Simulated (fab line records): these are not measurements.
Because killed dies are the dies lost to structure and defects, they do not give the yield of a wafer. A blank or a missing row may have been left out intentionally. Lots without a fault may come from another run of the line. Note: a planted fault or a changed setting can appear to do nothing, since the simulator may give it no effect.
A struck lot beside a sound one ; flow n5Finfet ; 16 out of 1938 route steps
Sound: the wafers L781.2, L781.4, L781.6. Struck: wafer L790.4; the same lot's L790.6 was not struck, so it is left out; see the end for the cause.
Order at every step that has rows: each side's tool, ch and its chambers, its first start. Under that, the readings that differ: sound wafers ; struck wafers ; difference of the means ; sigmas: that difference in standard deviations of wafers without a fault.
alike: readings whose means differ by less than 2 such deviations, and words and numbers that are the same on both sides. not compared: withheld readings, readings that some wafer has no value for, bounds like >300 that may hide the same value, and numbers for which the record gives no deviation and whose values overlap.
A row with sigmas, a row that says differs or no value, or rows on one side alone: a step with any of these is where the two part. Numbers that have no deviation but don't overlap get no sigmas and don't part them. A reading missing from all wafers of one side parts the sides only when that side holds two or more wafers.

first, 7 steps without rows for these wafers: N5_BEOL_M2_COAT_73 (time 60 s, resist thk 5 nm); N5_BEOL_M2_COAT_05 (resist thk 30 nm); N5_BEOL_M2_EBR_07; N5_BEOL_M2_SOFTBAKE_06 (time 60 s); N5_BEOL_M2_EXPOSE_08 (exposes mask M2); N5_BEOL_M2_PEB_09 (peb time 60 s); N5_BEOL_M2_DEVELOP_10 (develop time 30 s).
N5_BEOL_M2_CD_MEAS_11: target cd 16.79 nm.
  sound on cdSem-01 ch 0, day 7 15:23; struck on cdSem-01 ch 0, day 11 23:31
  alike: cdNm
N5_BEOL_M2_OVL_MEAS_12:
  sound on overlay-02 ch 0, day 7 15:26; struck on overlay-01 ch 0, day 11 23:34
  alike: M2_OVL
N5_BEOL_M2_INSPECT_13: inspects for defects (brightfield).
  sound: defectInspect-01 at day 7 15:29; struck: defectInspect-01 at day 11 23:37
  alike: rawDefectCount
N5_BEOL_M2_DESCUM_16: chemistry O2, time 7 s.
  sound on rieDiel-03 ch 0,2, day 7 15:34; struck on rieDiel-04 ch 2, day 11 23:43
  alike: drypumpMotorCurrentA, oesProductAu, rfVppV, showerheadPlenumPTorr, throttleValvePct
  not compared: rfHoursCounterH
N5_BEOL_M2_ETCH_74: etches underlayer in N2/H2, target depth 6.5 nm, time 5.2 s.
  sound on rieDiel-03 ch 0,2, day 7 15:35; struck on rieDiel-04 ch 2, day 11 23:44
  alike: drypumpMotorCurrentA, etchRfOnTimeS, oesProductAu, rfVppV, showerheadPlenumPTorr, throttleValvePct
  not compared: rfHoursCounterH
N5_BEOL_M2_ETCH_63: etches SiARC in CF4, target depth 15.6 nm, time 26 s.
  sound on rieDiel-03 ch 0,2, day 7 15:37; struck on rieDiel-04 ch 2, day 11 23:46
reading;sound;struck;difference;sigmas
etchRfOnTimeS (s);27.5 25.7 25.3;15.1;-11.1;-12
oesProductAu (a.u.);0.60 0.61 0.61;0.83;+0.22;+3
  alike: drypumpMotorCurrentA, rfVppV, showerheadPlenumPTorr, throttleValvePct
  not compared: rfHoursCounterH
N5_BEOL_M2_ETCH_64: etches SOC in N2/H2, target depth 75 nm, overetch 22.5 nm, time 121.9 s.
  sound on rieDiel-03 ch 0,2, day 7 15:38; struck on rieDiel-04 ch 2, day 11 23:47
  alike: drypumpMotorCurrentA, oesProductAu, rfVppV, showerheadPlenumPTorr, throttleValvePct
  not compared: rfHoursCounterH
-- here the record skips 2 days between the struck wafers' starts before and after, leaving off in module BEOL_M2 and picking up in module BEOL_M4 (first step shown: number 1111 of the route) --
N5_BEOL_M4_RC_MEAS_101:
  sound on prober-02 ch 0, day 8 18:12; struck on prober-02 ch 0, day 14 08:31
  alike: DIBL_N, DIBL_P, IOFF_N, IOFF_P, ION_N, ION_P, SS_N, SS_P, VT_N, VT_P
-- here the record skips 5 days between the struck wafers' starts before and after, leaving off in module BEOL_M4 and picking up in module PASSIVATION (first step shown: number 1936 of the route) --
N5_PASSIVATION_PROBE_49:
  sound: prober-01 at day 12 02:04; struck: prober-01 at day 19 10:25
  alike: defectLimitedYield, killed_at_M0_to_M3, killed_at_M4_up, killedAtContacts, killedAtFrontEnd, killedAtOther, killedDies, killedOnRim, killedOpen, killedShort, sort_bin_5_function, sort_bin_6_memory, sortNPass, sortYieldPct

## WHERE THEY PART
Within this record, at N5_BEOL_M2_ETCH_63 only. Later steps at which nothing parts them and some readings are alike: N5_BEOL_M2_ETCH_64, N5_BEOL_M4_RC_MEAS_101, N5_PASSIVATION_PROBE_49.

WHY: what the simulator had put in
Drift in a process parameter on rieDiel-04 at N5_BEOL_M2_ETCH_63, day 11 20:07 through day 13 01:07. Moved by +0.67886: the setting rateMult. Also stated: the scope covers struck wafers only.
